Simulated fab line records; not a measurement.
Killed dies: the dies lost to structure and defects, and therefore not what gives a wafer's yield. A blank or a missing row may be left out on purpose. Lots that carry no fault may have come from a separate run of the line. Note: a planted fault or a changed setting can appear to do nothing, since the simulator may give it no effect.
fab line records | flow n5_finfet | part 1 of 2: steps 1 to 16 of 24
[record] lots = 5 | wafers = 15 | last_day = 14
route steps=1938 shown FIN_CUT@167 STI_FIN_REVEAL@183
lots that met no fault: taken from a fault-free run of the same line
start_h: start of the lot's first displayed wafer, in hours after the record's first day | wait_h: how many hours have passed since the lot's step before this one | " same as the row above | L1.1+2: a row that stands for several wafers | - no value, or no start was given | * or withheld: withheld | < > ~ a bound
route shown NAME@n: names a module that has steps shown in the file, with the first one's number in the route | usual: average and standard deviation across the fault-free wafers | same: alike in all rows | chamber/n: place in a boat | sites: each site's reading | _std_site: how widely they spread, as a standard deviation | _edge_site: inner sites' mean taken away from outer sites' mean | radius_mm: how far each site lies from the wafer's centre | mask NAME#n: copy n | behind: tool/chamber where the wafer was last shaped | hold: why the lot was held/for how many hours/how that ended | device: whichever transistor did not switch (one of n, p or np) | end of line: the route-end tests of the same wafers | a step with no rows: only its recipe | killed: count of dies lost to structure and defects at first sort (not the wafer's yield) | map: shows each die of a wafer: x if killed, . if not, _ if none is there
set.NAME: the setting as run; set.NAME@STEP: as run at that earlier step | model.NAME: the simulator's own value behind a step, which no gauge read
lots at some steps of the route; a table a step, a row a wafer
services: when a tool's chamber went out of use (start_h, in hours from the record's first day, below 0 if earlier), for how many hours, and the reason
[[steps]]
[step N5_FIN_CUT_ETCH_30]
[recipe] chemistry = N2/H2 | target = underlayer | target_depth_a = 130 | mask_material = CAR-EUV | time_s = 10.4 | ion_energy_ev = 200 | pressure_mtorr = 30 | source_w = 840 | bias_w = 150 | n2_flow_sccm = 200 | h2_flow_sccm = 200 | ends = cleared
[usual] drypump_motor_current_A = 5.6/0.48 | etch_rf_on_time_s = 10.37/0.19 | n2_flow_sccm = 200.0/0.62 | oes_product_au = 0.63/0.039 | rf_vpp_V = 523.8/2.5 | showerhead_plenum_p_Torr = 2.54/0.083 | throttle_valve_pct = 17.93/0.27
lot.wafer | tool        | chamber | start_h | wait_h | drypump_motor_current_A | etch_rf_on_time_s | n2_flow_sccm | oes_product_au | rf_hours_counter_h | rf_vpp_V | showerhead_plenum_p_Torr | throttle_valve_pct
L074.1    | rie_diel-04 | 0       | 27.39   | 0.0    | 4.7                     | 10.35             | 199.8        | 0.63           | 147                | 521.1    | 2.44                     | 18.12
L074.2    | "           | 2       | "       | "      | 5.7                     | 10.67             | 201.0        | 0.64           | 128                | 528.0    | 2.66                     | 17.43
L074.4    | "           | 3       | "       | "      | 6.0                     | 10.33             | 200.8        | 0.64           | 182                | 523.7    | 2.53                     | 18.18
L083.1    | rie_diel-04 | 2       | 81.52   | 0.0    | 5.7                     | 10.48             | 200.2        | 0.64           | 144                | 527.6    | 2.65                     | 17.47
L083.2    | "           | 3       | "       | "      | 5.9                     | 10.22             | 199.7        | 0.63           | 199                | 522.6    | 2.52                     | 18.21
L083.6    | "           | 2       | "       | "      | 5.8                     | 10.66             | 200.5        | 0.64           | -                  | 526.3    | 2.65                     | 17.45
L085.1    | rie_diel-04 | 0       | 93.81   | 0.0    | 4.7                     | 10.28             | 200.6        | 0.62           | 166                | 520.6    | 2.43                     | 18.16
L085.3    | "           | 1       | "       | "      | 6.0                     | 10.27             | 199.9        | 0.60           | 232                | 523.5    | 2.51                     | 17.99
L085.6    | "           | 1       | "       | "      | 6.1                     | 10.33             | 199.8        | 0.60           | -                  | 522.6    | 2.51                     | 18.00
L086.1    | rie_diel-04 | 3       | 101.39  | 0.0    | 5.9                     | 10.23             | 200.7        | 0.62           | 204                | 523.9    | 2.52                     | 18.20
L086.4    | "           | 2       | "       | "      | 5.7                     | 10.59             | 199.0        | 0.63           | -                  | 525.5    | 2.65                     | 17.46
L086.6    | "           | 0       | "       | "      | 4.7                     | 10.27             | 199.4        | 0.62           | -                  | 521.3    | 2.43                     | 18.15
L087.1    | rie_diel-03 | 2       | 106.46  | 0.0    | 5.5                     | 10.43             | 198.9        | 0.65           | 141                | 521.4    | 2.44                     | 18.06
L087.2    | "           | 0       | "       | "      | 5.7                     | 10.48             | 200.3        | 0.64           | 126                | 527.2    | 2.68                     | 18.12
L087.6    | "           | 2       | "       | "      | 5.5                     | 10.38             | 199.4        | 0.65           | -                  | 521.3    | 2.44                     | 18.06
[step N5_FIN_CUT_ETCH_20]
[recipe] chemistry = CF4 | target = SiARC | target_depth_a = 260 | mask_material = CAR-EUV | time_s = 43.3 | ion_energy_ev = 80 | pressure_mtorr = 40 | source_w = 545 | bias_w = 36 | Ar_flow_sccm = 100 | cf4_flow_sccm = 100 | ends = cleared
[usual] drypump_motor_current_A = 5.6/0.48 | etch_rf_on_time_s = 43.4/0.61 | oes_product_au = 0.63/0.039 | rf_vpp_V = 184.0/1.2 | showerhead_plenum_p_Torr = 2.14/0.064 | throttle_valve_pct = 15.69/0.28
lot.wafer | tool        | chamber | start_h | wait_h | drypump_motor_current_A | etch_rf_on_time_s | oes_product_au | rf_hours_counter_h | rf_vpp_V | showerhead_plenum_p_Torr | throttle_valve_pct
L074.1    | rie_diel-04 | 0       | 27.41   | 0.0    | 4.7                     | 43.0              | 0.63           | 147                | 182.6    | 2.05                     | 15.63
L074.2    | "           | 2       | "       | "      | 5.7                     | 43.9              | 0.64           | 128                | 185.3    | 2.22                     | 15.21
L074.4    | "           | 3       | "       | "      | 5.9                     | 42.9              | 0.64           | 182                | 184.1    | 2.14                     | 16.04
L083.1    | rie_diel-04 | 2       | 81.54   | 0.0    | 5.8                     | 44.5              | 0.63           | 144                | 183.9    | 2.22                     | 15.25
L083.2    | "           | 3       | "       | "      | 5.9                     | 43.4              | 0.62           | 199                | 183.0    | 2.13                     | 16.09
L083.6    | "           | 2       | "       | "      | 5.8                     | 44.4              | 0.64           | -                  | 183.6    | 2.22                     | 15.24
L085.1    | rie_diel-04 | 0       | 93.83   | 0.0    | 4.7                     | 43.2              | 0.62           | 166                | 181.6    | 2.04                     | 15.67
L085.3    | "           | 1       | "       | "      | 6.1                     | 42.7              | 0.60           | 232                | 186.5    | 2.13                     | 15.86
L085.6    | "           | 1       | "       | "      | 6.1                     | 42.9              | 0.60           | -                  | 182.8    | 2.13                     | 15.88
L086.1    | rie_diel-04 | 3       | 101.41  | 0.0    | 5.9                     | 42.8              | 0.63           | 204                | 182.9    | 2.13                     | 16.09
L086.4    | "           | 2       | "       | "      | 5.7                     | 44.1              | 0.63           | -                  | 186.0    | 2.22                     | 15.26
L086.6    | "           | 0       | "       | "      | 4.7                     | 42.9              | 0.61           | -                  | 182.6    | 2.04                     | 15.67
L087.1    | rie_diel-03 | 2       | 106.48  | 0.0    | 5.5                     | 43.9              | 0.65           | 141                | 183.3    | 2.08                     | 15.86
L087.2    | "           | 0       | "       | "      | 5.7                     | 44.6              | 0.63           | 126                | 185.8    | 2.23                     | 15.82
L087.6    | "           | 2       | "       | "      | 5.5                     | 43.8              | 0.65           | -                  | 183.6    | 2.08                     | 15.85
[step N5_FIN_CUT_ETCH_21]
[recipe] chemistry = N2/H2 | target = SOC | target_depth_a = 2190 | overetch_a = 438 | mask_material = SiARC | temp_c = 40 | ion_energy_ev = 100 | bias_w = 61 | time_s = 523.5 | pressure_mtorr = 30 | source_w = 850 | n2_flow_sccm = 200 | h2_flow_sccm = 200
[usual] drypump_motor_current_A = 5.6/0.47 | n2_flow_sccm = 200.0/0.57 | oes_product_au = 0.68/0.042 | rf_vpp_V = 240.7/1.4 | showerhead_plenum_p_Torr = 2.54/0.083 | throttle_valve_pct = 17.88/0.27
lot.wafer | tool        | chamber | start_h | wait_h | drypump_motor_current_A | n2_flow_sccm | oes_product_au | rf_hours_counter_h | rf_vpp_V | showerhead_plenum_p_Torr | throttle_valve_pct
L074.1    | rie_diel-04 | 0       | 27.44   | 0.0    | 4.7                     | 200.3        | 0.68           | 147                | 240.1    | 2.44                     | 18.06
L074.2    | "           | 2       | "       | "      | 5.8                     | 200.5        | 0.71           | 128                | 241.5    | 2.66                     | 17.39
L074.4    | "           | 3       | "       | "      | 5.9                     | 199.9        | 0.69           | 183                | 239.9    | 2.52                     | 18.12
L083.1    | rie_diel-04 | 2       | 81.57   | 0.0    | 5.7                     | 199.4        | 0.69           | 144                | 242.1    | 2.65                     | 17.43
L083.2    | "           | 3       | "       | "      | 5.9                     | 199.1        | 0.67           | 199                | 241.2    | 2.52                     | 18.14
L083.6    | "           | 2       | "       | "      | 5.8                     | 200.2        | 0.69           | -                  | 243.5    | 2.65                     | 17.43
L085.1    | rie_diel-04 | 0       | 93.87   | 0.0    | 4.7                     | 200.4        | 0.66           | 166                | 238.9    | 2.43                     | 18.10
L085.3    | "           | 1       | "       | "      | 6.1                     | 199.2        | 0.64           | 232                | 241.1    | 2.51                     | 17.94
L085.6    | "           | 1       | "       | "      | 6.1                     | 199.3        | 0.64           | -                  | 240.2    | 2.51                     | 17.96
L086.1    | rie_diel-04 | 3       | 101.45  | 0.0    | 6.0                     | 200.0        | 0.66           | 205                | 240.7    | 2.52                     | 18.18
L086.4    | "           | 2       | "       | "      | 5.7                     | 200.0        | 0.69           | -                  | 242.7    | 2.65                     | 17.43
L086.6    | "           | 0       | "       | "      | 4.7                     | 200.7        | 0.67           | -                  | 238.8    | 2.43                     | 18.11
L087.1    | rie_diel-03 | 2       | 106.52  | 0.0    | 5.5                     | 200.5        | 0.71           | 141                | 239.8    | 2.44                     | 18.01
L087.2    | "           | 0       | "       | "      | 5.7                     | 200.1        | 0.69           | 126                | 241.8    | 2.68                     | 18.08
L087.6    | "           | 2       | "       | "      | 5.5                     | 200.6        | 0.71           | -                  | 239.0    | 2.44                     | 18.03
[step N5_FIN_CUT_STRIP_23]
[recipe] chemistry = N2/H2 | temp_c = 40 | n2_flow_sccm = 200 | h2_flow_sccm = 200 | rf_frequency_hz = 6e+07
lot.wafer  | tool        | chamber | start_h | wait_h
L074.1+2+4 | rie_diel-04 | 0,2,3   | 27.75   | 0.2
L083.1+2+6 | rie_diel-04 | 2,3,2   | 81.88   | 0.2
L085.1+3+6 | rie_diel-04 | 0,1,1   | 94.18   | 0.2
L086.1+4+6 | rie_diel-04 | 3,2,0   | 101.75  | 0.2
L087.1+2+6 | rie_diel-03 | 2,0,2   | 106.82  | 0.2
[step N5_FIN_CUT_STRIP_31]
[recipe] chemistry = N2/H2 | temp_c = 40 | n2_flow_sccm = 200 | h2_flow_sccm = 200 | rf_frequency_hz = 6e+07
lot.wafer  | tool        | chamber | start_h | wait_h
L074.1+2+4 | rie_diel-04 | 0,2,3   | 27.76   | 0.0
L083.1+2+6 | rie_diel-04 | 2,3,2   | 81.89   | 0.0
L085.1+3+6 | rie_diel-04 | 0,1,1   | 94.19   | 0.0
L086.1+4+6 | rie_diel-04 | 3,2,0   | 101.76  | 0.0
L087.1+2+6 | rie_diel-03 | 2,0,2   | 106.83  | 0.0
[step N5_FIN_CUT_STRIP_24]
[recipe] chemistry = CF4 | resist = SiARC | power_w = 300 | bias_power_w = 75 | pressure_mtorr = 50 | cf4_flow_sccm = 150 | rf_frequency_hz = 6e+07
[usual] drypump_motor_current_A = 5.6/0.47 | oes_product_au = 0.73/0.045 | power_w = 299.9/0.84 | rf_vpp_V = 271.0/1.5 | showerhead_plenum_p_Torr = 1.79/0.056 | throttle_valve_pct = 13.67/0.28
lot.wafer | tool        | chamber | start_h | wait_h | drypump_motor_current_A | oes_product_au | power_w | rf_hours_counter_h | rf_vpp_V | showerhead_plenum_p_Torr | throttle_valve_pct
L074.1    | rie_diel-04 | 0       | 27.77   | 0.0    | 4.7                     | 0.73           | 301.0   | 147                | 269.6    | 1.71                     | 13.58
L074.2    | "           | 2       | "       | "      | 5.7                     | 0.75           | 300.2   | 128                | 272.9    | 1.86                     | 13.22
L074.4    | "           | 3       | "       | "      | 5.9                     | 0.74           | 300.4   | 183                | 270.8    | 1.80                     | 14.03
L083.1    | rie_diel-04 | 2       | 81.90   | 0.0    | 5.8                     | 0.74           | 299.4   | 144                | 272.8    | 1.86                     | 13.26
L083.2    | "           | 3       | "       | "      | 6.0                     | 0.72           | 298.6   | 199                | 270.5    | 1.79                     | 14.08
L083.6    | "           | 2       | "       | "      | 5.7                     | 0.75           | 299.4   | -                  | 272.7    | 1.86                     | 13.26
L085.1    | rie_diel-04 | 0       | 94.20   | 0.0    | 4.7                     | 0.71           | 299.2   | 167                | 270.6    | 1.70                     | 13.61
L085.3    | "           | 1       | "       | "      | 6.1                     | 0.70           | 300.7   | 232                | 270.9    | 1.78                     | 13.85
L085.6    | "           | 1       | "       | "      | 6.0                     | 0.69           | 300.4   | -                  | 270.7    | 1.78                     | 13.85
L086.1    | rie_diel-04 | 3       | 101.77  | 0.0    | 5.9                     | 0.72           | 301.2   | 205                | 270.9    | 1.79                     | 14.08
L086.4    | "           | 2       | "       | "      | 5.7                     | 0.73           | 299.1   | -                  | 273.5    | 1.85                     | 13.26
L086.6    | "           | 0       | "       | "      | 4.7                     | 0.71           | 300.1   | -                  | 268.0    | 1.70                     | 13.62
L087.1    | rie_diel-03 | 2       | 106.84  | 0.0    | 5.5                     | 0.76           | 299.7   | 141                | 269.7    | 1.74                     | 13.83
L087.2    | "           | 0       | "       | "      | 5.6                     | 0.74           | 300.4   | 126                | 273.3    | 1.86                     | 13.74
L087.6    | "           | 2       | "       | "      | 5.5                     | 0.77           | 299.2   | -                  | 269.6    | 1.74                     | 13.82
[step N5_FIN_CUT_CUT_ETCH_26]
[recipe] chemistry = CH3F/O2 | target = SiNx | target_depth_a = 390 | mask_material = SOC | time_s = 55.7 | pressure_mtorr = 30 | source_w = 395 | bias_w = 73 | Ar_flow_sccm = 150 | CH3F_flow_sccm = 30 | O2_flow_sccm = 20 | ion_energy_ev = 120
[usual] drypump_motor_current_A = 5.6/0.47 | oes_f_703_au = 0.74/0.045 | oes_product_au = 0.74/0.046 | rf_vpp_V = 297/4.2 | showerhead_plenum_p_Torr = 2.00/0.06 | throttle_valve_pct = 16.46/0.27
lot.wafer | tool        | chamber | start_h | wait_h | drypump_motor_current_A | oes_f_703_au | oes_product_au | rf_hours_counter_h | rf_vpp_V | showerhead_plenum_p_Torr | throttle_valve_pct
L074.1    | rie_diel-04 | 0       | 27.79   | 0.0    | 4.7                     | 0.74         | 0.74           | 147                | 300      | 1.93                     | 16.48
L074.2    | "           | 2       | "       | "      | 5.8                     | 0.75         | 0.76           | 128                | 295      | 2.08                     | 15.98
L074.4    | "           | 3       | "       | "      | 5.9                     | 0.76         | 0.73           | 183                | 301      | 1.99                     | 16.77
L083.1    | rie_diel-04 | 2       | 81.92   | 0.0    | 5.7                     | 0.74         | 0.74           | 144                | 295      | 2.08                     | 16.01
L083.2    | "           | 3       | "       | "      | 5.9                     | 0.74         | 0.72           | 199                | 300      | 1.99                     | 16.81
L083.6    | "           | 2       | "       | "      | 5.7                     | 0.73         | 0.74           | -                  | 295      | 2.08                     | 16.01
L085.1    | rie_diel-04 | 0       | 94.22   | 0.0    | 4.7                     | 0.72         | 0.72           | 167                | 302      | 1.92                     | 16.51
L085.3    | "           | 1       | "       | "      | 6.0                     | 0.70         | 0.70           | 232                | 301      | 1.99                     | 16.63
L085.6    | "           | 1       | "       | "      | 6.0                     | 0.71         | 0.69           | -                  | 302      | 1.99                     | 16.62
L086.1    | rie_diel-04 | 3       | 101.79  | 0.0    | 5.9                     | 0.75         | 0.72           | 205                | 299      | 1.99                     | 16.83
L086.4    | "           | 2       | "       | "      | 5.8                     | 0.73         | 0.74           | -                  | 296      | 2.08                     | 16.04
L086.6    | "           | 0       | "       | "      | 4.7                     | 0.72         | 0.72           | -                  | 299      | 1.92                     | 16.52
L087.1    | rie_diel-03 | 2       | 106.86  | 0.0    | 5.5                     | 0.79         | 0.75           | 141                | 288      | 1.93                     | 16.60
L087.2    | "           | 0       | "       | "      | 5.7                     | 0.73         | 0.75           | 126                | 297      | 2.09                     | 16.57
L087.6    | "           | 2       | "       | "      | 5.5                     | 0.79         | 0.77           | -                  | 288      | 1.93                     | 16.61
[step N5_FIN_CUT_CUT_ETCH_27]
[recipe] chemistry = CHF3/O2 | target = SiO2 | target_depth_a = 40 | mask_material = SOC | overetch_a = 20 | time_s = 4.9 | pressure_mtorr = 30 | source_w = 650 | bias_w = 170 | Ar_flow_sccm = 200 | CHF3_flow_sccm = 50 | O2_flow_sccm = 5 | ion_energy_ev = 200
[usual] drypump_motor_current_A = 5.6/0.48 | oes_f_703_au = 0.74/0.045 | oes_product_au = 0.58/0.036 | rf_vpp_V = 524/7.6 | showerhead_plenum_p_Torr = 2.41/0.07 | throttle_valve_pct = 18.91/0.28
lot.wafer | tool        | chamber | start_h | wait_h | drypump_motor_current_A | oes_f_703_au | oes_product_au | rf_hours_counter_h | rf_vpp_V | showerhead_plenum_p_Torr | throttle_valve_pct
L074.1    | rie_diel-04 | 0       | 27.83   | 0.0    | 4.7                     | 0.73         | 0.58           | 147                | 530      | 2.32                     | 18.98
L074.2    | "           | 2       | "       | "      | 5.7                     | 0.76         | 0.60           | 128                | 520      | 2.50                     | 18.40
L074.4    | "           | 3       | "       | "      | 5.9                     | 0.77         | 0.58           | 183                | 528      | 2.40                     | 19.22
L083.1    | rie_diel-04 | 2       | 81.96   | 0.0    | 5.7                     | 0.75         | 0.60           | 144                | 521      | 2.50                     | 18.43
L083.2    | "           | 3       | "       | "      | 5.9                     | 0.75         | 0.57           | 199                | 527      | 2.39                     | 19.25
L083.6    | "           | 2       | "       | "      | 5.7                     | 0.74         | 0.59           | -                  | 522      | 2.50                     | 18.44
L085.1    | rie_diel-04 | 0       | 94.26   | 0.0    | 4.7                     | 0.73         | 0.58           | 167                | 528      | 2.32                     | 19.00
L085.3    | "           | 1       | "       | "      | 6.1                     | 0.70         | 0.55           | 232                | 532      | 2.40                     | 19.09
L085.6    | "           | 1       | "       | "      | 6.1                     | 0.69         | 0.55           | -                  | 532      | 2.40                     | 19.07
L086.1    | rie_diel-04 | 3       | 101.84  | 0.0    | 5.9                     | 0.75         | 0.57           | 205                | 528      | 2.39                     | 19.26
L086.4    | "           | 2       | "       | "      | 5.7                     | 0.75         | 0.59           | -                  | 521      | 2.50                     | 18.43
L086.6    | "           | 0       | "       | "      | 4.7                     | 0.72         | 0.56           | -                  | 528      | 2.32                     | 19.01
L087.1    | rie_diel-03 | 2       | 106.91  | 0.0    | 5.5                     | 0.78         | 0.61           | 141                | 510      | 2.33                     | 19.10
L087.2    | "           | 0       | "       | "      | 5.7                     | 0.73         | 0.59           | 126                | 526      | 2.52                     | 19.06
L087.6    | "           | 2       | "       | "      | 5.5                     | 0.79         | 0.61           | -                  | 508      | 2.33                     | 19.11
[step N5_FIN_CUT_PRECLEAN_35]
[recipe] time_s = 13.3 | temp_c = 45 | pressure_torr = 125 | p_hf_torr = 3 | p_coreactant_torr = 25 | chemistry = vHF
[usual] drypump_motor_current_A = 5.7/0.53
lot.wafer | tool          | chamber | start_h | wait_h | drypump_motor_current_A
L074.1    | vapor_etch-01 | 1       | 27.90   | 0.0    | 5.0
L074.2    | "             | 0       | "       | "      | 5.9
L074.4    | "             | 0       | "       | "      | 5.9
L083.1    | vapor_etch-01 | 1       | 82.03   | 0.0    | 5.0
L083.2    | "             | 0       | "       | "      | 5.9
L083.6    | "             | 1       | "       | "      | 5.0
L085.1    | vapor_etch-01 | 1       | 94.33   | 0.0    | 5.0
L085.3    | "             | 1       | "       | "      | 5.0
L085.6    | "             | 1       | "       | "      | 5.0
L086.1    | vapor_etch-02 | 1       | 101.90  | 0.0    | 6.5
L086.4    | "             | 0       | "       | "      | 5.8
L086.6    | "             | 0       | "       | "      | 5.8
L087.1    | vapor_etch-01 | 1       | 106.98  | 0.0    | 5.0
L087.2    | "             | 0       | "       | "      | 5.9
L087.6    | "             | 0       | "       | "      | 5.9
[step N5_FIN_CUT_CUT_ETCH_15]
[recipe] chemistry = HBr/Cl2/O2 | target = Si | target_depth_a = 1000 | bt_time_s = 10 | mask_material = SOC | time_s = 42.4 | ion_energy_ev = * | bias_w = * | pressure_mtorr = 10 | icp_w = 800 | HBr_flow_sccm = 150 | Cl2_flow_sccm = 80 | O2_flow_sccm = 12
[usual] HBr_flow_sccm = 150.0/0.5 | drypump_motor_current_A = 5.6/0.45 | oes_product_au = 1.006/0.014 | throttle_valve_pct = 37.14/0.3
lot.wafer | tool      | chamber | start_h | wait_h | HBr_flow_sccm | drypump_motor_current_A | oes_product_au | rf_hours_counter_h | throttle_valve_pct
L074.1    | rie_si-06 | 3       | 27.98   | 0.1    | 149.0         | 5.7                     | 0.999          | 172                | 37.07
L074.2    | "         | 2       | "       | "      | 149.1         | 5.9                     | 1.021          | 25                 | 37.24
L074.4    | "         | 1       | "       | "      | 150.0         | 6.1                     | 1.009          | 80                 | 37.84
L083.1    | rie_si-06 | 3       | 82.11   | 0.1    | 150.1         | 5.7                     | 0.993          | 173                | 37.07
L083.2    | "         | 2       | "       | "      | 150.2         | 6.0                     | 1.027          | 26                 | 37.23
L083.6    | "         | 1       | "       | "      | 150.3         | 6.2                     | 1.008          | -                  | 37.85
L085.1    | rie_si-03 | 3       | 94.41   | 0.1    | 149.3         | 5.3                     | 1.030          | 34                 | 36.63
L085.3    | "         | 0       | "       | "      | 149.9         | 5.9                     | 0.997          | 80                 | 36.74
L085.6    | "         | 3       | "       | "      | 150.5         | 5.3                     | 1.031          | -                  | 36.62
L086.1    | rie_si-03 | 2       | 101.98  | 0.1    | 149.9         | 6.1                     | 1.013          | 109                | 36.66
L086.4    | "         | 0       | "       | "      | 150.6         | 5.9                     | 0.990          | 80                 | 36.75
L086.6    | "         | 1       | "       | "      | 149.7         | 6.0                     | 1.022          | -                  | 37.28
L087.1    | rie_si-05 | 1       | 107.06  | 0.1    | 150.5         | 4.8                     | 1.009          | 66                 | 37.04
L087.2    | "         | 2       | "       | "      | 149.9         | 4.9                     | 0.997          | 66                 | 37.23
L087.6    | "         | 3       | "       | "      | 148.7         | 5.7                     | 0.992          | -                  | 37.22
[step N5_FIN_CUT_CUT_ETCH_28]
[recipe] chemistry = HBr/Cl2/O2 | target = Si | target_depth_a = 60 | mask_material = SOC | time_s = 2.4 | ion_energy_ev = * | bias_w = * | pressure_mtorr = 10 | icp_w = 800 | HBr_flow_sccm = 150 | Cl2_flow_sccm = 80 | O2_flow_sccm = 12
[usual] HBr_flow_sccm = 149.9/0.44 | drypump_motor_current_A = 5.6/0.45 | oes_product_au = 1.005/0.013 | throttle_valve_pct = 37.14/0.3
lot.wafer | tool      | chamber | start_h | wait_h | HBr_flow_sccm | drypump_motor_current_A | oes_product_au | rf_hours_counter_h | throttle_valve_pct
L074.1    | rie_si-06 | 3       | 28.04   | 0.0    | 150.1         | 5.7                     | 1.000          | 172                | 37.06
L074.2    | "         | 2       | "       | "      | 149.5         | 5.9                     | 1.025          | 25                 | 37.24
L074.4    | "         | 1       | "       | "      | 150.2         | 6.1                     | 1.007          | 80                 | 37.85
L083.1    | rie_si-06 | 3       | 82.17   | 0.0    | 149.6         | 5.7                     | 0.994          | 173                | 37.07
L083.2    | "         | 2       | "       | "      | 149.7         | 5.9                     | 1.018          | 26                 | 37.26
L083.6    | "         | 1       | "       | "      | 150.0         | 6.1                     | 1.002          | -                  | 37.84
L085.1    | rie_si-03 | 3       | 94.46   | 0.0    | 149.5         | 5.3                     | 1.025          | 34                 | 36.62
L085.3    | "         | 0       | "       | "      | 149.7         | 5.9                     | 0.987          | 80                 | 36.77
L085.6    | "         | 3       | "       | "      | 150.1         | 5.4                     | 1.028          | -                  | 36.62
L086.1    | rie_si-03 | 2       | 102.04  | 0.0    | 150.5         | 6.0                     | 1.026          | 109                | 36.66
L086.4    | "         | 0       | "       | "      | 150.3         | 5.9                     | 0.988          | 80                 | 36.73
L086.6    | "         | 1       | "       | "      | 150.7         | 6.0                     | 1.013          | -                  | 37.29
L087.1    | rie_si-05 | 1       | 107.11  | 0.0    | 149.5         | 4.8                     | 0.997          | 66                 | 37.07
L087.2    | "         | 2       | "       | "      | 150.3         | 5.0                     | 0.989          | 66                 | 37.25
L087.6    | "         | 3       | "       | "      | 150.3         | 5.7                     | 0.989          | -                  | 37.23
[step N5_FIN_CUT_STRIP_22]
[recipe] chemistry = N2/H2 | power_w = 500 | temp_c = 40 | pressure_mtorr = 50 | rf_frequency_hz = 6e+07 | overash_fraction = 0.3 | bias_power_w = 8 | h2_frac = 0.5 | n2_flow_sccm = 300 | h2_flow_sccm = 300
[usual] drypump_motor_current_A = 5.7/0.41 | n2_flow_sccm = 300.1/0.91 | oes_product_au = 0.75/0.061 | power_w = 499.8/1.5 | rf_vpp_V = 54.3/2.2 | showerhead_plenum_p_Torr = 3.37/0.1 | throttle_valve_pct = 19.0/0.36
lot.wafer | tool        | chamber | start_h | wait_h | drypump_motor_current_A | n2_flow_sccm | oes_product_au | power_w | rf_hours_counter_h | rf_vpp_V | showerhead_plenum_p_Torr | throttle_valve_pct
L074.1    | rie_diel-04 | 0       | 28.10   | 0.0    | 4.7                     | 300.9        | 0.72           | 500.3   | 147                | 54.9     | 3.23                     | 19.7
L074.2    | "           | 1       | "       | "      | 6.1                     | 298.7        | 0.71           | 500.9   | 213                | 52.9     | 3.33                     | 18.9
L074.4    | "           | 2       | "       | "      | 5.8                     | 299.2        | 0.77           | 498.6   | 128                | 58.1     | 3.51                     | 18.3
L083.1    | rie_diel-04 | 1       | 82.23   | 0.0    | 6.1                     | 301.1        | 0.70           | 496.5   | 229                | 52.5     | 3.32                     | 18.9
L083.2    | "           | 3       | "       | "      | 5.9                     | 301.6        | 0.72           | 500.3   | 199                | 51.9     | 3.33                     | 19.1
L083.6    | "           | 2       | "       | "      | 5.8                     | 301.3        | 0.75           | 498.6   | -                  | 55.9     | 3.50                     | 18.4
L085.1    | rie_diel-01 | 2       | 94.53   | 0.0    | 6.3                     | 299.4        | 0.74           | 500.7   | 146                | 57.7     | 3.37                     | 19.1
L085.3    | "           | 3       | "       | "      | 5.8                     | 302.0        | 0.74           | 501.7   | 156                | 56.4     | 3.23                     | 18.9
L085.6    | "           | 0       | "       | "      | 5.2                     | 300.5        | 0.70           | 499.5   | -                  | 55.9     | 3.44                     | 19.1
L086.1    | rie_diel-04 | 1       | 102.11  | 0.0    | 6.1                     | 301.5        | 0.70           | 500.3   | 234                | 55.3     | 3.31                     | 18.9
L086.4    | "           | 2       | "       | "      | 5.8                     | 301.0        | 0.75           | 498.2   | 150                | 59.1     | 3.49                     | 18.4
L086.6    | "           | 2       | "       | "      | 5.8                     | 299.8        | 0.75           | 498.9   | -                  | 52.4     | 3.50                     | 18.4
L087.1    | rie_diel-03 | 0       | 107.21  | 0.1    | 5.7                     | 300.2        | 0.75           | 499.6   | 126                | 56.9     | 3.53                     | 19.1
L087.2    | "           | 2       | "       | "      | 5.5                     | 298.7        | 0.75           | 499.1   | 141                | 55.7     | 3.23                     | 19.2
L087.6    | "           | 0       | "       | "      | 5.7                     | 300.5        | 0.75           | 500.3   | -                  | 56.1     | 3.53                     | 19.1
[step N5_FIN_CUT_PRECLEAN_36]
[recipe] chemistry = O3/DIW | time_s = 60 | temp_c = 22 | o3_ppm = 10
lot.wafer  | tool         | chamber | start_h | wait_h
L074.1+2+4 | wet_bench-04 | 7,5,6   | 28.17   | -
L083.1+2+6 | wet_bench-01 | 2,1,0   | 82.30   | -
L085.1+3+6 | wet_bench-01 | 0,5,2   | 94.60   | -
L086.1+4+6 | wet_bench-05 | 5,6,0   | 102.17  | -
L087.1+2+6 | wet_bench-01 | 2,1,5   | 107.28  | -
[step N5_FIN_CUT_SRD_32]
[recipe] dry = ipa_marangoni | time_s = 30 | temp_c = 23 | rinse_liquid = diw
lot.wafer  | tool         | chamber | start_h | wait_h
L074.1+2+4 | wet_bench-04 | 7,5,6   | 28.19   | 0.0
L083.1+2+6 | wet_bench-01 | 2,1,0   | 82.32   | 0.0
L085.1+3+6 | wet_bench-01 | 0,5,2   | 94.62   | 0.0
L086.1+4+6 | wet_bench-05 | 5,6,0   | 102.19  | 0.0
L087.1+2+6 | wet_bench-01 | 2,1,5   | 107.29  | 0.0
[step N5_FIN_CUT_UV_OZONE_34]
[recipe] time_s = 120 | pressure_torr = 760 | temp_c = 25
lot.wafer  | tool         | chamber | start_h | wait_h
L074.1+2+4 | wet_bench-04 | 7,5,6   | 28.21   | 0.0
L083.1+2+6 | wet_bench-01 | 2,1,0   | 82.34   | 0.0
L085.1+3+6 | wet_bench-01 | 0,5,2   | 94.64   | 0.0
L086.1+4+6 | wet_bench-05 | 5,6,0   | 102.21  | 0.0
L087.1+2+6 | wet_bench-01 | 2,1,5   | 107.31  | 0.0
[step N5_FIN_CUT_INSPECT_17]
[recipe] inspect_instrument = brightfield | mode = aei
[usual] raw_defect_count = 256/70
lot.wafer | tool              | chamber | start_h | wait_h | raw_defect_count
L074.1    | defect_inspect-01 | -       | 28.26   | 0.0    | 240
L074.2    | "                 | -       | "       | "      | 248
L074.4    | "                 | -       | "       | "      | 173
L083.1    | defect_inspect-02 | -       | 82.39   | 0.0    | 381
L083.2    | "                 | -       | "       | "      | 314
L083.6    | "                 | -       | "       | "      | 338
L085.1    | defect_inspect-02 | -       | 94.70   | 0.0    | 259
L085.3    | "                 | -       | "       | "      | 225
L085.6    | "                 | -       | "       | "      | 228
L086.1    | defect_inspect-01 | -       | 102.27  | 0.0    | 161
L086.4    | "                 | -       | "       | "      | 208
L086.6    | "                 | -       | "       | "      | 230
L087.1    | defect_inspect-02 | -       | 107.37  | 0.0    | 207
L087.2    | "                 | -       | "       | "      | 401
L087.6    | "                 | -       | "       | "      | 259
